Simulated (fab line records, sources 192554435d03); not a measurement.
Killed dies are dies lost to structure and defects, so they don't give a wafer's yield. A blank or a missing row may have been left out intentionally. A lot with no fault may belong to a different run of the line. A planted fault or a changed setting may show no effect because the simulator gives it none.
fab line records	flow n5-finfet
record: lots: 7	wafers: 21
route steps=1938 shown BEOL_M5@1145 BEOL_M7@1266 BEOL_M8@1342
start-h: start of the lot's first displayed wafer, in hours after the record's first day	wait-h: hours since the lot's step before	" identical to the entry in the row above	L1.1+2: one row covering several wafers at once	- value missing, or start not given	* or withheld: withheld	< > ~ a bound
route shown NAME@n: NAME is a module with steps in the file, n the number in the route of the first one	usual: mean/standard deviation taken from wafers without a fault	same: alike in all rows	chamber/n: place in a boat	sites: each site's reading	_std_site: standard deviation of those values	_edge_site: inner sites' mean taken away from outer sites' mean	radius-mm: how far each site lies from the wafer's centre	mask NAME#n: copy n	behind: the tool/chamber that last shaped the wafer	hold: the reason the lot was held/the length of the hold in hours/how it ended	device: the transistor (n, p or np) that didn't switch	end of line: at the end of the route, the tests of the same wafers	a step given without rows: its recipe and nothing more	killed: the dies lost at the first sort to structure and to defects; this is not the yield of the wafer	map: the dies of a wafer, with x for killed, . for not killed, _ for no die there
set.NAME: setting as actually run; set.NAME@STEP: the setting as run at that earlier step	model.NAME: the simulator's own value behind a step, which no gauge read
one table per step and one row per wafer, for lots whose settings were changed on purpose
== steps ==
step: N5_BEOL_M5_EXPOSE_25
recipe: mask-id: V4	na: 0.33	source-shape: quasar	sigma-inner: 0.2	sigma-outer: 0.6	polarization: unpolarized	defocus-nm: 10	dose-mj: 52.75
lot.wafer	tool	chamber	start-h	wait-h	mask	set.dose-mj
L079.3+4+5	euv-scanner-01	0	238.38	-	V4#0	52.75
L087.2+4	euv-scanner-02	0	268.37	-	V4#0	55.93
L087.5	"	0	"	"	V4#0	52.75
L089.2	euv-scanner-02	0	282.86	-	V4#0	52.75
L089.5+6	"	0	"	"	V4#0	48.9
L091.1+4	euv-scanner-02	0	286.15	-	V4#0	54.33
L091.6	"	0	"	"	V4#0	52.75
L093.2+5	euv-scanner-01	0	288.82	-	V4#0	52.75
L093.6	"	0	"	"	V4#0	56.01
L094.3+4+5	euv-scanner-01	0	305.08	-	V4#0	52.75
L097.1	euv-scanner-02	0	319.13	-	V4#0	55.45
L097.3+5	"	0	"	"	V4#0	52.75
step: N5_BEOL_M5_PEB_26
recipe: peb-temp-c: 100	peb-time-s: 60	resist: CAR-EUV
step: N5_BEOL_M5_DEVELOP_27
recipe: develop-time-s: 30	developer: TMAH	resist: CAR-EUV	rinse-liquid: surfactant-rinse	dry: air-spin	dev-temp-c: 23
step: N5_BEOL_M5_CD_MEAS_28
recipe: target-cd-nm: 30.6	landing-energy-ev: 500	detector: se-inlens	target-cd-y-nm: 20	polarity: opening
usual: cd-nm: 30.61/0.25
lot.wafer	tool	chamber	start-h	wait-h	set.dose-mj@BEOL_M5_EXPOSE_25	cd-nm
L079.3	cd-sem-02	0	238.50	-	52.75	30.90
L079.4	"	0	"	"	52.75	30.57
L079.5	"	0	"	"	52.75	30.90
L087.2	cd-sem-01	0	268.51	-	55.93	31.57
L087.4	"	0	"	"	55.93	32.09
L087.5	"	0	"	"	52.75	30.57
L089.2	cd-sem-03	0	283.00	-	52.75	30.70
L089.5	"	0	"	"	48.9	28.80
L089.6	"	0	"	"	48.9	28.35
L091.1	cd-sem-02	0	286.29	-	54.33	31.49
L091.4	"	0	"	"	54.33	31.07
L091.6	"	0	"	"	52.75	30.52
L093.2	cd-sem-02	0	288.95	-	52.75	30.96
L093.5	"	0	"	"	52.75	30.67
L093.6	"	0	"	"	56.01	31.81
L094.3	cd-sem-03	0	305.21	-	52.75	30.66
L094.4	"	0	"	"	52.75	30.84
L094.5	"	0	"	"	52.75	30.43
L097.1	cd-sem-03	0	319.27	-	55.45	31.71
L097.3	"	0	"	"	52.75	30.89
L097.5	"	0	"	"	52.75	30.89
step: N5_BEOL_M5_DESCUM_33
recipe: chemistry: O2	time-s: 7	source-power-w: 50	bias-power-w: 20	pressure-mtorr: 20	rf-frequency-hz: 2.712e+07	temp-c: 40	resist: CAR-EUV	o2-flow-sccm: 225
step: N5_BEOL_M5_ETCH_75
recipe: chemistry: N2/H2	target: underlayer	target-depth-a: 65	mask-material: CAR-EUV	time-s: 5.2	ion-energy-ev: 200	pressure-mtorr: 30	source-w: 840	bias-w: 150	n2-flow-sccm: 200	h2-flow-sccm: 200	ends: cleared
lot.wafer	tool	chamber	start-h	wait-h	set.dose-mj@BEOL_M5_EXPOSE_25	model.BEOL_M5.cd-nm
L079.3	rie-diel-03	3	238.66	0.0	52.75	28.6
L079.4+5	"	3,1	"	"	52.75	27.6
L087.2+4	rie-diel-04	2,1	268.67	0.0	55.93	29.2
L087.5	"	0	"	"	52.75	28
L089.2	rie-diel-06	0	283.15	0.0	52.75	28.2
L089.5+6	"	0,3	"	"	48.9	25.8
L091.1	rie-diel-04	1	286.45	0.0	54.33	28.8
L091.4	"	3	"	"	54.33	28.6
L091.6	"	0	"	"	52.75	27.8
L093.2	rie-diel-04	0	289.11	0.0	52.75	28.4
L093.5	"	3	"	"	52.75	28.6
L093.6	"	2	"	"	56.01	29.4
L094.3+4	rie-diel-06	0,1	305.36	0.0	52.75	28.2
L094.5	"	0	"	"	52.75	28
L097.1	rie-diel-06	3	319.43	0.0	55.45	29.2
L097.3	"	1	"	"	52.75	27.6
L097.5	"	2	"	"	52.75	28.2
step: N5_BEOL_M5_ETCH_67
recipe: chemistry: CF4	target: SiARC	target-depth-a: 156	mask-material: CAR-EUV	time-s: 26	ion-energy-ev: 80	pressure-mtorr: 40	source-w: 545	bias-w: 36	Ar_flow_sccm: 100	cf4-flow-sccm: 100	ends: cleared
lot.wafer	tool	chamber	start-h	wait-h	set.spin-rpm@BEOL_M5_COAT_66	set.dose-mj@BEOL_M5_EXPOSE_25	model.etch.depth-nm	model.BEOL_M5.cd-nm	model.CAR-EUV_of_BEOL_M5_COAT_22.thk-nm
L079.3	rie-diel-03	3	238.68	0.0	1500	52.75	11.98	28.6	11.2
L079.4	"	3	"	"	1363	52.75	12.58	27.6	10.6
L079.5	"	1	"	"	1363	52.75	12.56	27.8	10.8
L087.2	rie-diel-04	2	268.68	0.0	1500	55.93	12.01	29.4	11
L087.4	"	1	"	"	1500	55.93	12.01	29.2	11
L087.5	"	0	"	"	1500	52.75	12.03	28	11.2
L089.2	rie-diel-06	0	283.17	0.0	1342	52.75	12.71	28.4	10.6
L089.5	"	0	"	"	1342	48.9	12.7	26	10.6
L089.6	"	3	"	"	1500	48.9	12.01	25.8	11.2
L091.1	rie-diel-04	1	286.47	0.0	1347	54.33	12.7	28.8	10.6
L091.4	"	3	"	"	1500	54.33	12.02	28.6	11.2
L091.6	"	0	"	"	1500	52.75	12.03	27.8	11.2
L093.2	rie-diel-04	0	289.12	0.0	1432	52.75	12.3	28.6	11
L093.5	"	3	"	"	1500	52.75	12.02	28.6	11
L093.6	"	2	"	"	1500	56.01	12.01	29.6	11
L094.3	rie-diel-06	0	305.38	0.0	1500	52.75	11.98	28.2	11.2
L094.4	"	1	"	"	1500	52.75	11.96	28.2	11.2
L094.5	"	0	"	"	1500	52.75	11.97	28	11.4
L097.1	rie-diel-06	3	319.44	0.0	1607	55.45	11.58	29.2	11.6
L097.3	"	1	"	"	1500	52.75	12.01	27.8	11
L097.5	"	2	"	"	1500	52.75	11.95	28.2	11.2
step: N5_BEOL_M5_ETCH_68
recipe: chemistry: N2/H2	target: SOC	target-depth-a: 800	overetch-a: 160	mask-material: SiARC	temp-c: 40	time-s: 120	ion-energy-ev: 200	pressure-mtorr: 30	source-w: 840	bias-w: 150	n2-flow-sccm: 200	h2-flow-sccm: 200
step: N5_BEOL_M5_STRIP_69
recipe: chemistry: N2/H2	temp-c: 40	n2-flow-sccm: 200	h2-flow-sccm: 200	rf-frequency-hz: 6e+07
step: N5_BEOL_M5_STRIP_76
recipe: chemistry: N2/H2	temp-c: 40	n2-flow-sccm: 200	h2-flow-sccm: 200	rf-frequency-hz: 6e+07
step: N5_BEOL_M5_VIA_ETCH_34
recipe: chemistry: C4F6/O2	target: SiCOH_lowk	target-depth-a: 883	mask-material: SOC	taper-deg: 4	time-s: 39.2	ion-energy-ev: 250	pressure-mtorr: 30	source-w: 345	bias-w: 185	Ar_flow_sccm: 300	C4F6_flow_sccm: 10	O2_flow_sccm: 10
lot.wafer	tool	chamber	start-h	wait-h	set.dose-mj@BEOL_M5_EXPOSE_25	model.BEOL_M5.cd-nm
L079.3	rie-diel-03	3	238.80	0.0	52.75	28.8
L079.4	"	3	"	"	52.75	27.8
L079.5	"	1	"	"	52.75	27.6
L087.2	rie-diel-04	2	268.81	0.0	55.93	29.2
L087.4	"	1	"	"	55.93	29.4
L087.5	"	0	"	"	52.75	27.8
L089.2	rie-diel-06	0	283.30	0.0	52.75	28.4
L089.5+6	"	2,3	"	"	48.9	25.6
L091.1	rie-diel-04	1	286.60	0.0	54.33	29
L091.4	"	3	"	"	54.33	28.4
L091.6	"	0	"	"	52.75	27.8
L093.2	rie-diel-04	0	289.25	0.0	52.75	28.6
L093.5	"	3	"	"	52.75	28.4
L093.6	"	2	"	"	56.01	29.4
L094.3+4+5	rie-diel-06	0,1,0	305.51	0.0	52.75	28
L097.1	rie-diel-06	3	319.57	0.0	55.45	28.8
L097.3	"	1	"	"	52.75	27.6
L097.5	"	2	"	"	52.75	28.4
step: N5_BEOL_M7_PECVD_70
recipe: material: SiO2	target-thk-a: 200	temp-c: 400	precursor: TEOS/O2	pressure-torr: 5.5	rf-w: 450	teos-flow-sccm: 53.8	gas: O2	flow-sccm: 3000	time-s: 22.7
lot.wafer	tool	chamber	start-h	wait-h	set.temp-c	model.SiO2_of_BEOL_M7_PECVD_70.thk-nm
L079.3+5	pecvd-03	2,0	255.88	0.1	389.9	21.2
L079.4	"	0	"	"	400	19.8
L087.2	pecvd-04	2	288.71	0.0	400	20
L087.4	"	0	"	"	390.7	21.2
L087.5	"	1	"	"	400	20.2
L089.2	pecvd-01	2	299.08	0.0	400	20.2
L089.5	"	2	"	"	391.9	21.2
L089.6	"	1	"	"	391.9	21
L091.1	pecvd-04	1	305.82	0.0	400	19.8
L091.4	"	2	"	"	400	20.2
L091.6	"	1	"	"	400	20.4
L093.2	pecvd-03	2	308.56	0.0	400	19.6
L093.5	"	1	"	"	389.6	21.6
L093.6	"	2	"	"	400	19.8
L094.3+4	pecvd-01	2,0	324.02	0.0	400	19.6
L094.5	"	2	"	"	400	19.8
L097.1	pecvd-03	2	338.81	0.0	400	19.8
L097.3	"	0	"	"	400	20.4
L097.5	"	0	"	"	400	20.6
step: N5_BEOL_M7_HM_DEP_02
recipe: material: TiN	target-thk-a: 200	temp-c: 25	chamber-pressure-pa: 0.49996
lot.wafer	tool	chamber	start-h	wait-h	set.target-thk-a	model.TiN_of_BEOL_M7_HM_DEP_02.thk-nm
L079.3+4+5	pvd-sputter-03	-	257.03	1.1	200	19.8
L087.2	pvd-sputter-02	-	289.82	1.1	200	20
L087.4	"	-	"	"	208.1	20.6
L087.5	"	-	"	"	200	19.8
L089.2+5	pvd-sputter-01	-	300.71	1.6	180.2	18
L089.6	"	-	"	"	200	20
L091.1+4	pvd-sputter-03	-	306.55	0.7	218.3	22.2
L091.6	"	-	"	"	200	20.2
L093.2+6	pvd-sputter-01	-	309.19	0.6	183.4	18.6
L093.5	"	-	"	"	200	20
L094.3+5	pvd-sputter-02	-	325.58	1.5	200	19.6
L094.4	"	-	"	"	200	19.8
L097.1+3+5	pvd-sputter-02	-	340.26	1.4	200	20.2
step: N5_BEOL_M7_COAT_59
recipe: resist: SOC	temp-c: 250	time-s: 60	spin-rpm: 1500	resist-thk-nm: 100
step: N5_BEOL_M7_COAT_60
recipe: resist: SiARC	temp-c: 220	time-s: 60	spin-rpm: 1500	resist-thk-nm: 35
step: N5_BEOL_M7_STRIP_68
recipe: chemistry: N2/H2	temp-c: 40	n2-flow-sccm: 200	h2-flow-sccm: 200	rf-frequency-hz: 6e+07
step: N5_BEOL_M7_STRIP_67
recipe: chemistry: CF4	resist: SiARC	power-w: 300	bias-power-w: 75	pressure-mtorr: 50	cf4-flow-sccm: 150	rf-frequency-hz: 6e+07
step: N5_BEOL_M7_HM_OPEN_17
recipe: chemistry: Cl2/BCl3	target-depth-a: 200	overetch-a: 60	target: TiN	mask-material: SOC	ion-energy-ev: 150	pressure-mtorr: 10	icp-w: 1000	bias-w: 126	Cl2_flow_sccm: 53.25	bcl3-flow-sccm: 21.75	Ar_flow_sccm: 25
lot.wafer	tool	chamber	start-h	wait-h	set.target-thk-a@BEOL_M7_HM_DEP_02	model.etch.depth-nm
L079.3	rie-metal-03	0	257.84	0.1	200	19.86
L079.4	"	1	"	"	200	19.76
L079.5	"	1	"	"	200	19.79
L087.2	rie-metal-03	0	290.68	0.0	200	19.92
L087.4	"	0	"	"	208.1	20.65
L087.5	"	1	"	"	200	19.88
L089.2	rie-metal-03	0	301.45	0.0	180.2	18.06
L089.5	"	0	"	"	180.2	17.92
L089.6	"	1	"	"	200	19.91
L091.1	rie-metal-03	0	307.52	0.0	218.3	22.23
L091.4	"	1	"	"	218.3	22.25
L091.6	"	0	"	"	200	20.22
L093.2	rie-metal-01	1	310.05	0.0	183.4	18.54
L093.5	"	0	"	"	200	20.04
L093.6	"	1	"	"	183.4	18.51
L094.3+5	rie-metal-01	1	326.35	0.1	200	19.7
L094.4	"	0	"	"	200	19.86
L097.1	rie-metal-01	1	341.49	0.0	200	20.1
L097.3	"	0	"	"	200	20.29
L097.5	"	0	"	"	200	20.21
step: N5_BEOL_M7_STRIP_19
recipe: chemistry: O2	power-w: 400	temp-c: 40	pressure-mtorr: 30	rf-frequency-hz: 6e+07	bias-power-w: 0	overash-fraction: 0.2	o2-flow-sccm: 225
step: N5_BEOL_M7_STRIP_76
recipe: chemistry: C4F6/O2	resist: SiARC	rf-frequency-hz: 6e+07
step: N5_BEOL_M7_STRIP_36
recipe: chemistry: N2/H2	power-w: 450	temp-c: 40	pressure-mtorr: 20	rf-frequency-hz: 6e+07	overash-fraction: 0.3	bias-power-w: 7	h2-frac: 0.5	n2-flow-sccm: 200	h2-flow-sccm: 200
step: N5_BEOL_M7_TRENCH_ETCH_37
recipe: chemistry: C4F6/O2	target-depth-a: 934.78	target: SiCOH_lowk	time-s: 31.2	ion-energy-ev: 250	pressure-mtorr: 30	source-w: 345	bias-w: 185	Ar_flow_sccm: 300	C4F6_flow_sccm: 10	O2_flow_sccm: 10
lot.wafer	tool	chamber	start-h	wait-h	set.target-thk-a@BEOL_M7_HM_DEP_02	model.TiN_of_BEOL_M7_HM_DEP_02.thk-nm
L079.3	rie-diel-03	1	-	-	200	17.4
L079.4	"	0	"	"	200	17
L079.5	"	3	"	"	200	17.2
L087.2+5	rie-diel-03	1	-	-	200	17.4
L087.4	"	0	"	"	208.1	17.8
L089.2	rie-diel-03	0	-	-	180.2	15.4
L089.5	"	2	"	"	180.2	15.2
L089.6	"	1	"	"	200	17.4
L091.1	rie-diel-06	3	-	-	218.3	19.8
L091.4	"	0	"	"	218.3	19.6
L091.6	"	3	"	"	200	17.6
L093.2+6	rie-diel-04	2	-	-	183.4	15.8
L093.5	"	1	"	"	200	17.6
L094.3	rie-diel-06	2	-	-	200	17
L094.4+5	"	3	"	"	200	17.2
L097.1	rie-diel-06	2	-	-	200	17.4
L097.3	"	3	"	"	200	17.8
L097.5	"	3	"	"	200	17.6
step: N5_BEOL_M7_ETCH_41
recipe: chemistry: CH3F/O2	target: SiCN	target-depth-a: 319	taper-deg: 2	time-s: 57.8	ion-energy-ev: 120	mask-material: TiN	pressure-mtorr: 30	source-w: 395	bias-w: 75	Ar_flow_sccm: 150	CH3F_flow_sccm: 30	O2_flow_sccm: 20
step: N5_BEOL_M7_STRIP_80
recipe: chemistry: N2/H2	time-s: 10	power-w: 450	temp-c: 40	pressure-mtorr: 20	rf-frequency-hz: 6e+07	bias-power-w: 7	n2-flow-sccm: 200	h2-flow-sccm: 200
step: N5_BEOL_M7_HM_STRIP_39
recipe: chemistry: peroxide-tin-strip	material: TiN	target-depth-a: 250	temp-c: 50	time-s: 158
lot.wafer	tool	chamber	start-h	wait-h	set.temp-c@BEOL_M7_PECVD_70	model.SiO2_of_BEOL_M7_PECVD_70.thk-nm
L079.3+5	wet-bench-05	7,0	260.41	0.0	389.9	21
L079.4	"	3	"	"	400	19.6
L087.2+5	wet-bench-05	5,1	293.28	0.0	400	20
L087.4	"	0	"	"	390.7	21
L089.2	wet-bench-01	4	303.70	0.0	400	20
L089.5	"	6	"	"	391.9	21.2
L089.6	"	1	"	"	391.9	21
L091.1	wet-bench-01	4	311.74	0.0	400	19.6
L091.4	"	1	"	"	400	20
L091.6	"	0	"	"	400	20.2
L093.2	wet-bench-01	2	312.31	0.0	400	19.4
L093.5	"	4	"	"	389.6	21.6
L093.6	"	6	"	"	400	19.6
L094.3+4	wet-bench-01	1,2	331.47	0.0	400	19.4
L094.5	"	4	"	"	400	19.8
L097.1	wet-bench-05	0	342.90	0.0	400	19.6
L097.3	"	5	"	"	400	20.2
L097.5	"	2	"	"	400	20.4
step: N5_BEOL_M8_EXPOSE_08
recipe: mask-id: M8	na: 1.35	source-shape: dipole	sigma-inner: 0.817	sigma-outer: 0.97	polarization: te	dose-mj: 68.25
lot.wafer	tool	chamber	start-h	wait-h	mask	set.dose-mj
L079.3	arfi-scanner-02	0	266.37	-	M8#0	68.25
L079.4+5	"	0	"	"	M8#0	72.34
L087.2+4+5	arfi-scanner-01	0	297.84	-	M8#0	68.25
L089.2+5+6	arfi-scanner-02	0	308.25	-	M8#0	68.25
L091.1	arfi-scanner-02	0	317.42	-	M8#0	68.25
L091.4+6	"	0	"	"	M8#0	72.92
L093.2+5+6	arfi-scanner-02	0	320.20	-	M8#0	68.25
L094.3+4+5	arfi-scanner-01	0	335.79	-	M8#0	68.25
L097.1	arfi-scanner-01	0	350.02	-	M8#0	65.91
L097.3+5	"	0	"	"	M8#0	68.25
step: N5_BEOL_M8_PEB_09
recipe: peb-temp-c: withheld	peb-time-s: 60	resist: CAR-ArF
step: N5_BEOL_M8_DEVELOP_10
recipe: develop-time-s: 30	developer: TMAH	resist: CAR-ArF	rinse-liquid: diw	dry: air-spin	dev-temp-c: 23
step: N5_BEOL_M8_CD_MEAS_11
recipe: target-cd-nm: 38.5	landing-energy-ev: 500	detector: se-inlens	polarity: opening
usual: cd-nm: 38.2/0.57
lot.wafer	tool	chamber	start-h	wait-h	set.dose-mj@BEOL_M8_EXPOSE_08	cd-nm
L079.3	cd-sem-02	0	266.48	-	68.25	38.3
L079.4	"	0	"	"	72.34	40.2
L079.5	"	0	"	"	72.34	41.3
L087.2	cd-sem-02	0	297.96	-	68.25	38.1
L087.4	"	0	"	"	68.25	37.8
L087.5	"	0	"	"	68.25	37.9
L089.2	cd-sem-01	0	308.38	-	68.25	37.7
L089.5	"	0	"	"	68.25	38.1
L089.6	"	0	"	"	68.25	37.7
L091.1	cd-sem-03	0	317.54	-	68.25	38.1
L091.4	"	0	"	"	72.92	41.7
L091.6	"	0	"	"	72.92	41.2
L093.2	cd-sem-01	0	320.32	-	68.25	37.9
L093.5	"	0	"	"	68.25	38.5
L093.6	"	0	"	"	68.25	38.2
L094.3	cd-sem-03	0	335.91	-	68.25	37.7
L094.4	"	0	"	"	68.25	38.0
L094.5	"	0	"	"	68.25	38.3
L097.1	cd-sem-02	0	350.15	-	65.91	36.1
L097.3	"	0	"	"	68.25	38.0
L097.5	"	0	"	"	68.25	37.9
== key ==
split: step: N5_BEOL_M5_EXPOSE_25	setting: dose-mj	stated: 52.75	by: wafer
response: step: N5_BEOL_M5_CD_MEAS_28	reading: cd-nm	change: +0.219	per: 1%	r: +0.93
response: step: N5_BEOL_M5_ETCH_75	reading: model.BEOL_M5.cd-nm	change: +0.243	per: 1%	r: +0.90
response: step: N5_BEOL_M5_ETCH_67	reading: model.BEOL_M5.cd-nm	change: +0.252	per: 1%	r: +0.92
response: step: N5_BEOL_M5_VIA_ETCH_34	reading: model.BEOL_M5.cd-nm	change: +0.257	per: 1%	r: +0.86
split: step: N5_BEOL_M7_PECVD_70	setting: temp-c	stated: 400	by: wafer
response: step: N5_BEOL_M7_PECVD_70	reading: model.SiO2_of_BEOL_M7_PECVD_70.thk-nm	change: -0.568	per: 1%	r: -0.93
response: step: N5_BEOL_M7_HM_STRIP_39	reading: model.SiO2_of_BEOL_M7_PECVD_70.thk-nm	change: -0.598	per: 1%	r: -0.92
split: step: N5_BEOL_M7_HM_DEP_02	setting: target-thk-a	stated: 200	by: wafer
response: step: N5_BEOL_M7_HM_DEP_02	reading: model.TiN_of_BEOL_M7_HM_DEP_02.thk-nm	change: +0.197	per: 1%	r: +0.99
response: step: N5_BEOL_M7_HM_OPEN_17	reading: model.etch.depth-nm	change: +0.199	per: 1%	r: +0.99
response: step: N5_BEOL_M7_TRENCH_ETCH_37	reading: model.TiN_of_BEOL_M7_HM_DEP_02.thk-nm	change: +0.212	per: 1%	r: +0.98
split: step: N5_BEOL_M8_EXPOSE_08	setting: dose-mj	stated: 68.25	by: wafer
response: step: N5_BEOL_M8_CD_MEAS_11	reading: cd-nm	change: +0.459	per: 1%	r: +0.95
split outside-this-file step=N5_BEOL_M5_COAT_66 setting=spin-rpm
split outside-this-file: this setting was split too, and the file shows its column; the key of that split is in another file
